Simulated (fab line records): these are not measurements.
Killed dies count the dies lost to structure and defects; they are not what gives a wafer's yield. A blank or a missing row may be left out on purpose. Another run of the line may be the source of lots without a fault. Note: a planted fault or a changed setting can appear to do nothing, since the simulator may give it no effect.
fab line records -- flow n5_finfet
record lots=4, wafers=12, last_day=19
route steps=1938 shown BEOL_M11@1541 PASSIVATION@1936
lots that met no fault: taken from a fault-free run of the same line
start_h: hours from the record's opening day to when the first of the lot's shown wafers began -- wait_h: hours elapsed since this lot's preceding step -- " unchanged from the row above -- L1.1+2: a row that stands for several wafers -- - no value, or no start given -- * or withheld: withheld -- < > ~ a bound
route shown NAME@n: names a module that has steps shown in the file, with the first one's number in the route -- usual: average and standard deviation across the fault-free wafers -- same: alike in all rows -- chamber/n: place in a boat -- sites: readings site by site -- _std_site: their standard deviation -- _edge_site: the outer-site mean with the inner-site mean subtracted -- radius_mm: for every site, how far away it sits from the centre of the wafer -- mask NAME#n: copy n -- behind: the last tool/chamber to shape the wafer -- hold: why the lot was held/for how many hours/how that ended -- device: the transistor (n, p or np) that didn't switch -- end of line: the same wafers' tests at the end of the route -- for a step that has no rows: nothing shown but its recipe -- killed: at the first sort, the dies lost to defects and structure; wafer yield is something else -- map: shows each die of a wafer: x if killed, . if not, _ if none is there
set.NAME: the setting the step ran with; set.NAME@STEP: the setting that earlier step ran with -- model.NAME: the simulator's own value behind a step, which no gauge read
a table for each step, a row for each wafer; lots at some steps of the route
services: when a tool's chamber went out of use (start_h, in hours from the record's first day, below 0 if earlier), for how many hours, and the reason
## steps
# step N5_BEOL_M11_COAT_59
# recipe resist=SOC, temp_c=250, time_s=60, spin_rpm=1500, resist_thk_nm=100
# step N5_BEOL_M11_COAT_60
# recipe resist=SiARC, temp_c=220, time_s=60, spin_rpm=1500, resist_thk_nm=30
# step N5_BEOL_M11_COAT_05
# recipe resist=CAR-ArF, spin_rpm=1500, resist_thk_nm=90
# step N5_BEOL_M11_EBR_07
# recipe solvent=PGMEA, ebr_width_mm=1.5
# step N5_BEOL_M11_SOFTBAKE_06
# recipe temp_c=110, time_s=60, resist=CAR-ArF
# step N5_BEOL_M11_EXPOSE_08
# recipe mask_id=M11, na=1.35, source_shape=dipole, sigma_inner=0.411, sigma_outer=0.611, polarization=te, dose_mj=53.75
# step N5_BEOL_M11_PEB_09
# recipe peb_temp_c=withheld, peb_time_s=60, resist=CAR-ArF
# step N5_BEOL_M11_DEVELOP_10
# recipe develop_time_s=30, developer=TMAH, resist=CAR-ArF, rinse_liquid=diw, dry=air_spin, dev_temp_c=23
# step N5_BEOL_M11_DESCUM_16
# recipe chemistry=O2, time_s=7.9, source_power_w=50, bias_power_w=20, pressure_mtorr=20, rf_frequency_hz=2.712e+07, temp_c=40, resist=CAR-ArF, o2_flow_sccm=225
# step N5_BEOL_M11_ETCH_61
# recipe chemistry=CF4, target=SiARC, target_depth_a=390, mask_material=CAR-ArF, time_s=65, ion_energy_ev=80, pressure_mtorr=40, source_w=545, bias_w=36, Ar_flow_sccm=100, cf4_flow_sccm=100, ends=cleared
# usual drypump_motor_current_A=5.5/0.48, etch_rf_on_time_s=64.8/2.1, oes_product_au=0.69/0.072, rf_vpp_V=184.2/1.2, showerhead_plenum_p_Torr=2.14/0.073, throttle_valve_pct=15.59/0.25
lot.wafer,tool,chamber,start_h,wait_h,drypump_motor_current_A,etch_rf_on_time_s,oes_product_au,rf_hours_counter_h,rf_vpp_V,showerhead_plenum_p_Torr,throttle_valve_pct
L432.3,rie_diel-04,0,323.22,0.0,5.3,63.7,0.73,63,184.8,2.16,15.65
L432.5,rie_diel-04,2,323.22,0.0,4.7,66.2,0.83,-,185.4,2.24,15.01
L432.6,rie_diel-04,3,323.22,0.0,6.4,62.8,0.62,-,182.5,2.11,15.82
L441.2,rie_diel-04,0,370.53,0.0,5.3,63.7,0.72,75,185.4,2.16,15.66
L441.4,rie_diel-04,1,370.53,0.0,5.7,64.3,0.63,199,185.1,2.12,15.78
L441.6,rie_diel-04,0,370.53,0.0,5.3,64.4,0.72,-,184.1,2.16,15.67
L439.1,rie_diel-04,1,376.21,0.0,5.6,64.3,0.63,200,184.1,2.12,15.78
L439.4,rie_diel-04,2,376.21,0.0,4.8,64.9,0.79,17,184.5,2.24,15.04
L439.6,rie_diel-04,0,376.21,0.0,5.3,64.2,0.72,-,184.4,2.16,15.66
L442.1,rie_diel-01,3,404.27,0.0,5.6,62.1,0.72,74,184.9,2.19,15.38
L442.2,rie_diel-01,1,404.27,0.0,5.1,70.0,0.57,238,183.3,2.03,16.08
L442.6,rie_diel-01,3,404.27,0.0,5.6,61.9,0.72,-,184.7,2.19,15.38
# step N5_BEOL_M11_ETCH_62
# recipe chemistry=N2/H2, target=SOC, target_depth_a=1100, overetch_a=220, mask_material=SiARC, temp_c=40, time_s=165, ion_energy_ev=200, pressure_mtorr=30, source_w=840, bias_w=150, n2_flow_sccm=200, h2_flow_sccm=200
# step N5_BEOL_M11_STRIP_68
# recipe chemistry=N2/H2, temp_c=40, n2_flow_sccm=200, h2_flow_sccm=200, rf_frequency_hz=6e+07
# step N5_BEOL_M11_STRIP_67
# recipe chemistry=CF4, resist=SiARC, power_w=300, bias_power_w=75, pressure_mtorr=50, cf4_flow_sccm=150, rf_frequency_hz=6e+07
# step N5_BEOL_M11_HM_OPEN_17
# recipe chemistry=Cl2/BCl3, target_depth_a=200, overetch_a=60, target=TiN, mask_material=SOC, ion_energy_ev=150, pressure_mtorr=10, icp_w=1000, bias_w=126, Cl2_flow_sccm=53.25, bcl3_flow_sccm=21.75, Ar_flow_sccm=25
# step N5_BEOL_M11_STRIP_19
# recipe chemistry=O2, power_w=400, temp_c=40, pressure_mtorr=30, rf_frequency_hz=6e+07, bias_power_w=0, overash_fraction=0.2, o2_flow_sccm=225
# step N5_BEOL_M11_COAT_63
# recipe resist=SOC, temp_c=250, time_s=60, spin_rpm=1500, resist_thk_nm=100
# step N5_BEOL_M11_COAT_64
# recipe resist=SiARC, temp_c=220, time_s=60, spin_rpm=1500, resist_thk_nm=30
# step N5_BEOL_M11_COAT_22
# recipe resist=CAR-ArF, spin_rpm=1500, resist_thk_nm=90
# step N5_BEOL_M11_EBR_24
# recipe solvent=PGMEA, ebr_width_mm=1.5
# step N5_BEOL_M11_SOFTBAKE_23
# recipe temp_c=110, time_s=60, resist=CAR-ArF
# step N5_BEOL_M11_EXPOSE_25
# recipe mask_id=V10, na=1.35, source_shape=annular, sigma_inner=0.5, sigma_outer=0.8, polarization=unpolarized, dose_mj=85.5
# step N5_BEOL_M11_PEB_26
# recipe peb_temp_c=withheld, peb_time_s=60, resist=CAR-ArF
# step N5_BEOL_M11_DEVELOP_27
# recipe develop_time_s=30, developer=TMAH, resist=CAR-ArF, rinse_liquid=diw, dry=air_spin, dev_temp_c=23
# step N5_BEOL_M11_INSPECT_30
# recipe mode=adi, inspect_instrument=brightfield
# usual raw_defect_count=437/94
lot.wafer,tool,chamber,start_h,wait_h,raw_defect_count
L432.3,defect_inspect-01,-,332.12,0.0,385
L432.5,defect_inspect-01,-,332.12,0.0,288
L432.6,defect_inspect-01,-,332.12,0.0,386
L441.2,defect_inspect-01,-,374.95,0.0,668
L441.4,defect_inspect-01,-,374.95,0.0,629
L441.6,defect_inspect-01,-,374.95,0.0,812
L439.1,defect_inspect-02,-,377.21,0.0,745
L439.4,defect_inspect-02,-,377.21,0.0,716
L439.6,defect_inspect-02,-,377.21,0.0,763
L442.1,defect_inspect-01,-,405.15,0.0,459
L442.2,defect_inspect-01,-,405.15,0.0,393
L442.6,defect_inspect-01,-,405.15,0.0,403
# step N5_BEOL_M11_DESCUM_33
# recipe chemistry=O2, time_s=7.9, source_power_w=50, bias_power_w=20, pressure_mtorr=20, rf_frequency_hz=2.712e+07, temp_c=40, resist=CAR-ArF, o2_flow_sccm=225
# step N5_PASSIVATION_PROBE_49
# usual defect_limited_yield=91.3/1.4, killed_at_M0_to_M3=36/10, killed_at_M4_up=13/5.4, killed_at_contacts=12/5.3, killed_at_front_end=39/10, killed_at_other=3.2/2.7, killed_dies=103/16, killed_open=68/13, killed_short=33/6.6, sort_bin_4_leakage=0.01/0.031, sort_bin_5_function=5.1/0.92, sort_bin_6_memory=3.3/0.68, sort_n_pass=1077/17, sort_yield_pct=91.2/1.4
# same gross_dies=1180, killed_at_back_side=0, sort_bin_8_speed[%]=0
lot.wafer,tool,chamber,start_h,wait_h,defect_limited_yield[%],killed_at_M0_to_M3,killed_at_M4_up,killed_at_contacts,killed_at_front_end,killed_at_other,killed_dies,killed_open,killed_short,sort_bin_4_leakage[%],sort_bin_5_function[%],sort_bin_6_memory[%],sort_n_pass,sort_yield_pct[%]
L432.3,prober-01,-,390.31,0.1,90.8,34,14,9,45,7,109,74,35,0.17,6.1,3.0,1069,90.6
L432.5,prober-01,-,390.41,0.2,91.4,42,12,11,32,5,102,73,27,0,5.3,3.1,1078,91.4
L432.6,prober-01,-,390.46,0.3,92.0,27,15,14,36,2,94,60,33,0,4.7,3.1,1086,92.0
L439.1,prober-01,-,429.92,0.0,84.0,32,113,8,31,5,189,60,30,0,9.4,4.9,991,84.0
L439.4,prober-01,-,430.07,0.2,82.4,37,116,11,42,2,208,77,32,0,11.2,4.7,972,82.4
L439.6,prober-01,-,430.17,0.3,87.5,43,50,2,51,2,148,59,36,0,8.1,2.7,1032,87.5
L441.2,prober-01,-,432.45,0.1,84.5,45,56,21,56,5,183,97,38,0,8.8,5.4,997,84.5
L441.4,prober-01,-,432.55,0.2,80.6,40,98,24,64,3,229,101,39,0,12.3,5.5,951,80.6
L441.6,prober-01,-,432.65,0.3,87.1,39,57,20,32,4,152,85,23,0,7.0,4.6,1028,87.1
L442.1,prober-02,-,449.67,0.0,91.9,28,18,16,27,7,96,71,23,0,4.4,3.3,1084,91.9
L442.2,prober-02,-,449.72,0.1,92.6,30,9,12,33,3,87,52,35,0,4.6,2.5,1093,92.6
L442.6,prober-02,-,449.92,0.3,92.2,40,11,6,35,0,92,57,35,0,4.8,2.7,1088,92.2
# killed by level:class
L432.3 DUMMY_GATE:geometric_particle:open=12 BEOL_M3:geometric_particle:open=11 BEOL_M4:geometric_particle:open=8 BEOL_M0_SAQP:geometric_particle:open=7 FIN_SAQP:geometric_particle:short=5 STI_FIN_REVEAL:geometric_particle:open=5 MOL_CONTACT_COAG:geometric_particle:open=5 BEOL_M0_SAQP:geometric_particle:short=5
L432.5 BEOL_M0:geometric_particle:open=12 MOL_CONTACT_COAG:geometric_particle:open=8 BEOL_M2:geometric_particle:open=8 BEOL_M4:geometric_particle:open=6 GATE_CUT:geometric_particle:open=5 BEOL_M0_SAQP:geometric_particle:open=5 ILD0:geometric_particle:open=4 BEOL_M1:geometric_particle:open=4
L432.6 MOL_CONTACT_COAG:geometric_particle:open=11 FIN_SAQP:geometric_particle:short=10 STI_FIN_REVEAL:geometric_particle:open=6 BEOL_M0_SAQP:geometric_particle:short=6 BEOL_M0_SAQP:geometric_particle:open=5 FIN_SAQP:geometric_particle:open=4 ILD0:geometric_particle:open=4 BEOL_M1:geometric_particle:open=4
L439.1 BEOL_M11:unspecified=97 BEOL_M2:geometric_particle:open=10 BEOL_M4:geometric_particle:open=10 BEOL_M0_SAQP:geometric_particle:short=8 FIN_SAQP:geometric_particle:open=7 MOL_CONTACT_COAG:geometric_particle:open=7 STARTING-WAFER:geometric_particle:short=6 FIN_SAQP:geometric_particle:short=5
L439.4 BEOL_M11:unspecified=94 BEOL_M4:geometric_particle:open=14 BEOL_M0_SAQP:geometric_particle:open=11 MOL_CONTACT_COAG:geometric_particle:open=9 BEOL_M0_SAQP:geometric_particle:short=7 BEOL_M1:geometric_particle:open=7 STI_FIN_REVEAL:geometric_particle:open=6 DUMMY_GATE:geometric_particle:open=4
L439.6 BEOL_M11:unspecified=38 HKMG_FIN:area_etch=13 BEOL_M0_SAQP:geometric_particle:open=12 FIN_SAQP:geometric_particle:open=10 BEOL_M0_SAQP:geometric_particle:short=10 GATE_CUT:geometric_particle:short=7 STI_FIN_REVEAL:geometric_particle:open=7 BEOL_M2:geometric_particle:open=7
L441.2 BEOL_M11:unspecified=47 STI_FIN_REVEAL:geometric_particle:open=25 MOL_CONTACT_COAG:geometric_particle:open=17 BEOL_M0_SAQP:geometric_particle:short=10 BEOL_M1:geometric_particle:open=10 BEOL_M0_SAQP:geometric_particle:open=8 BEOL_M2:geometric_particle:open=8 STI_FIN_REVEAL:geometric_particle:short=5
L441.4 BEOL_M11:unspecified=89 STI_FIN_REVEAL:geometric_particle:open=29 MOL_CONTACT_COAG:geometric_particle:open=21 BEOL_M3:geometric_particle:open=11 STI_FIN_REVEAL:geometric_particle:short=8 DUMMY_GATE:geometric_particle:open=7 BEOL_M2:geometric_particle:open=7 BEOL_M0_SAQP:geometric_particle:open=6
L441.6 BEOL_M11:unspecified=42 MOL_CONTACT_COAG:geometric_particle:open=17 STI_FIN_REVEAL:geometric_particle:open=9 BEOL_M2:geometric_particle:open=9 BEOL_M1:geometric_particle:open=8 BEOL_M3:geometric_particle:open=8 BEOL_M5:geometric_particle:open=8 DUMMY_GATE:geometric_particle:open=4
L442.1 MOL_CONTACT_COAG:geometric_particle:open=15 BEOL_M3:geometric_particle:open=9 GATE_CUT:geometric_particle:short=6 BEOL_M4:geometric_particle:open=6 STI_FIN_REVEAL:geometric_particle:open=5 BEOL_M5:geometric_particle:open=4 GATE_CUT:geometric_particle:open=4 BEOL_M0_SAQP:geometric_particle:open=4
L442.2 BEOL_M0_SAQP:geometric_particle:open=8 MOL_CONTACT_COAG:geometric_particle:open=7 FIN_SAQP:geometric_particle:short=6 BEOL_M0_SAQP:geometric_particle:short=6 FIN_SAQP:geometric_particle:open=5 STI_FIN_REVEAL:geometric_particle:open=5 MOL_CONTACT_COAG:geometric_particle:short=5 DUMMY_GATE:geometric_particle:open=4
L442.6 BEOL_M0_SAQP:geometric_particle:short=14 BEOL_M0_SAQP:geometric_particle:open=9 GATE_CUT:geometric_particle:open=6 DUMMY_GATE:geometric_particle:open=5 MOL_CONTACT_COAG:geometric_particle:open=5 GATE_CUT:geometric_particle:short=4 STARTING-WAFER:geometric_particle:open=4 BEOL_M1:geometric_particle:open=4
# map L439.4 (x killed, . not)
_________________.....x......________________
______________...............x.._____________
___________............x.....x..xx.__________
__________x........x................_________
________..x.................x........._______
_______..................x....x.x...x..______
______.........xx.x.xx.....x.......x..x._____
_____.x......x.x..................x......____
____....x..........xx...x.....xxxx..x.....___
___.......x........x......xxxxxxxxx.x....x.__
___..x....xx....x.........xxxxxxxxxxxxx....__
__..x.............x..x...xx.xxxxxxxxxx......_
__....x..........x.....xx.xxxxxxxxxxxx.x...._
_.........................xxxxxxxxxxx.x..x..x
_...........x.....x...xx.xx.xx.xxxxx.x......x
_...x..x............x....x..xxxxxxxxxx.......
_............................xx.xx..xx..x....
_.x.......x.x................xx.xxxx......x..
_.................x..........x...x...........
_x........xx...x.....................x...xx..
_..x.........................x.x.x..........x
__........x........................x........_
__.........................................._
___..x...x...x......x..............x.......__
___.x...........................x.....x....__
____....x.........x...........x..........x___
_____....x.........x.....................____
______..x..x...........x................_____
_______.....x.x.......x...x.......x....______
________.....x.....................x.x_______
__________.x..x...x................x_________
___________........x...............__________
______________x.............x..._____________
_________________...x.x......________________
# map L441.4 (x killed, . not)
_________________....x....x..________________
______________.x...x.......x...._____________
___________...........x.x.....x....__________
__________..............x.......x..._________
________..x............x.............._______
_______.x.........x..x.......x.........______
______....x...............x.x..xx......._____
_____.x.......x...............x..........____
____x................x..............x.....___
___x...x.....xx.......x.....x........x..x..__
___.....x........x....x............x.......__
__........x.x.................x..........x.._
__.......x.x................................_
_...x......x.................xx.......x...xx.
_....xx.xx.x.x....x..x.xx........xx.x.......x
_.......x.xxxxxxxx.x..................x......
_....xxxxxxxxxxx.xxx....x............x......x
_...xx.xxxxxxxxxx.x.............x............
_....xxxxxxxxxxxx.xx.x...............x.......
_.......xxxxxxxxxx..........x................
_x.x...xxxxxxxxxx.x.x..x...x..............x..
__.x.x..xxxxxxxxx.x............x.xx.x......._
__..x..x..xxxx..x...........x.x..x..x......._
___x.....x.xx................x.........xx..__
___....x....x.................x............__
____...x.x..x.x.....x...x.x...x.........x.___
_____...x.............x......x...........____
______x...........x............x......x._____
_______.x.x............x.xx..x.........______
________....x.....x...x...x..........x_______
__________..x.xx...x.xx..........x.._________
___________x.............x.......xx__________
______________.................._____________
_________________........x.x.________________
## services
tool,chamber,start_h,hours,kind
rie_diel-04,-,305.71,4.3,pm
rie_diel-01,-,311.69,0.4,repair
rie_diel-04,1,386.02,8.0,repair
## key
first_sign step=N5_BEOL_M11_INSPECT_30, reading=raw_defect_count, direction=up, sigmas=3, usual=437, struck=722
effect step=N5_PASSIVATION_PROBE_49, reading=killed_at_M4_up, direction=up, sigmas=13, usual=13, struck=82
more_kills_born_at N5_BEOL_M11_ETCH_61@rie_diel-04=407
met_at N5_BEOL_M11_ETCH_61
struck_wafers L439.1,L439.4,L439.6,L441.2,L441.4,L441.6
baseline_loss step=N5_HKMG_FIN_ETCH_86, wafers=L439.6
onset_between 323.22 370.53
fault kind=chamber_particle_source, tool=rie_diel-04, chamber=-, onset_h=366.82, steps=N5_BEOL_M11_ETCH_61, rate_per_visit_cm2=0.44883, end_h=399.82
# baseline_loss: these wafers lose ten dies or more at that step, a loss of the line's own and not of a fault; the sort's usual values leave them out
